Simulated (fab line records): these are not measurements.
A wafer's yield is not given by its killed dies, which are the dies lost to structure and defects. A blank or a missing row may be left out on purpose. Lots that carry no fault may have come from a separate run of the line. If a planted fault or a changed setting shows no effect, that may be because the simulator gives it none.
Split-lot study | flow n5Finfet | route with 1938 steps; 7 lots, 39 wafers read

ABOUT THE SPLIT
At N5_DUMMY_GATE_ETCH_44 (etches poly-Si in HBr/O2, stops on SiO2, target depth 127.5 nm), the setting targetDepthA was moved away from the recipe's 1275 angstrom on 15 of the 39 wafers read, by -11.9% to +6.0%. This setting was run at the recipe's value on the other wafers.

The reading comes from the split's own step.

THE READING
oesProductAu, in a.u., at N5_DUMMY_GATE_ETCH_44 (etches poly-Si in HBr/O2, stops on SiO2, target depth 127.5 nm). A value of 0.730 a.u. with a standard deviation of 0.012 a.u. is what fault-free wafers of this fab line usually give.

wafer  | tool, chamber at the split | targetDepthA as run, angstrom | against the recipe | oesProductAu, a.u. | against lot-mates on the recipe
L075.1 | rieSi-05, 2                | 1123                          | -11.9%             | 0.782              | +0.056
L075.2 | rieSi-05, 0                | 1275                          | recipe             | 0.732              | -
L075.3 | rieSi-05, 3                | 1275                          | recipe             | 0.716              | -
L075.4 | rieSi-05, 1                | 1123                          | -11.9%             | 0.795              | +0.069
L075.5 | rieSi-05, 2                | 1275                          | recipe             | 0.731              | -
L075.6 | rieSi-05, 3                | 1123                          | -11.9%             | 0.770              | +0.044
L083.1 | rieSi-03, 2                | 1195                          | -6.3%              | 0.752              | +0.034
L083.2 | rieSi-03, 3                | 1275                          | recipe             | 0.733              | -
L083.3 | rieSi-03, 1                | 1195                          | -6.3%              | 0.758              | +0.040
L083.4 | rieSi-03, 0                | 1275                          | recipe             | 0.707              | -
L083.5 | rieSi-03, 1                | 1195                          | -6.3%              | 0.744              | +0.026
L083.6 | rieSi-03, 2                | 1275                          | recipe             | 0.713              | -
L084.1 | rieSi-05, 1                | 1275                          | recipe             | 0.738              | -
L084.2 | rieSi-05, 2                | 1275                          | recipe             | 0.739              | -
L084.3 | rieSi-05, 3                | 1275                          | recipe             | 0.723              | -
L084.4 | rieSi-05, 0                | 1168                          | -8.4%              | 0.763              | +0.030
L084.5 | rieSi-05, 1                | 1168                          | -8.4%              | 0.778              | +0.045
L084.6 | rieSi-05, 0                | 1168                          | -8.4%              | 0.765              | +0.032
L086.1 | rieSi-01, 0                | 1275                          | recipe             | 0.734              | -
L086.2 | rieSi-01, 3                | 1275                          | recipe             | 0.708              | -
L086.4 | rieSi-01, 3                | 1275                          | recipe             | 0.723              | -
L092.1 | rieSi-05, 1                | 1212                          | -4.9%              | 0.764              | +0.035
L092.2 | rieSi-05, 3                | 1212                          | -4.9%              | 0.754              | +0.025
L092.3 | rieSi-05, 0                | 1275                          | recipe             | 0.728              | -
L092.4 | rieSi-05, 2                | 1212                          | -4.9%              | 0.761              | +0.032
L092.5 | rieSi-05, 3                | 1275                          | recipe             | 0.725              | -
L092.6 | rieSi-05, 0                | 1275                          | recipe             | 0.733              | -
L094.1 | rieSi-05, 2                | 1275                          | recipe             | 0.741              | -
L094.2 | rieSi-05, 3                | 1352                          | +6.0%              | 0.692              | -0.036
L094.3 | rieSi-05, 0                | 1275                          | recipe             | 0.728              | -
L094.4 | rieSi-05, 1                | 1352                          | +6.0%              | 0.724              | -0.004
L094.5 | rieSi-05, 3                | 1275                          | recipe             | 0.714              | -
L094.6 | rieSi-05, 0                | 1352                          | +6.0%              | 0.703              | -0.025
L097.1 | rieSi-03, 0                | 1275                          | recipe             | 0.708              | -
L097.2 | rieSi-03, 1                | 1275                          | recipe             | 0.726              | -
L097.3 | rieSi-03, 3                | 1275                          | recipe             | 0.734              | -
L097.4 | rieSi-03, 2                | 1275                          | recipe             | 0.713              | -
L097.5 | rieSi-03, 1                | 1275                          | recipe             | 0.727              | -
L097.6 | rieSi-03, 2                | 1275                          | recipe             | 0.723              | -

FIT RESULTS
A straight line over all 39 wafers: oesProductAu changes by -0.00464 a.u. for each +1% of targetDepthA; r = -0.90; the points scatter about the line by 0.011 a.u.
The same after taking each lot's own level away (the mean of its wafers on the recipe; 39 wafers): -0.00454 a.u. for each +1%; r = -0.91; scatter 0.0096 a.u.
On that fit, the largest move of targetDepthA shifts the reading by 0.054 a.u.
Measured against the standard deviation above, the lots' own levels, which go from 0.7177 to 0.7333 a.u., span 1.3 times it.
The two slopes agree, so the slope changes little with the lot-to-lot level.
Check: +0.0556 a.u. against its lot-mates is what the line predicts for one of the wafers moved furthest among these (-11.9%) when that wafer is left out of the fit. It came out at +0.0557 a.u. against them.
Tool readings at the split's step, against how far the setting was moved: oesProductAu r = -0.90.

OTHER SPLITS ON THESE WAFERS
Other splits were also applied to these wafers ahead of the reading. Each is held against what the fit with the lots' levels taken away leaves over:
other split on the same wafers | wafers away from the commonest value | r with oesProductAu (lot level and that fit taken away)
N5_FIN_SAQP_EXPOSE_13 doseMj   | 18                                   | -0.24
N5_FIN_SAQP_ETCH_52 sourceW    | 9                                    | +0.02
N5_DUMMY_GATE_ETCH_32 timeS    | 15                                   | +0.11

THE FILE'S OWN FIT
oesProductAu changes by -0.00465 a.u. for each +1% of targetDepthA, r = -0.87.
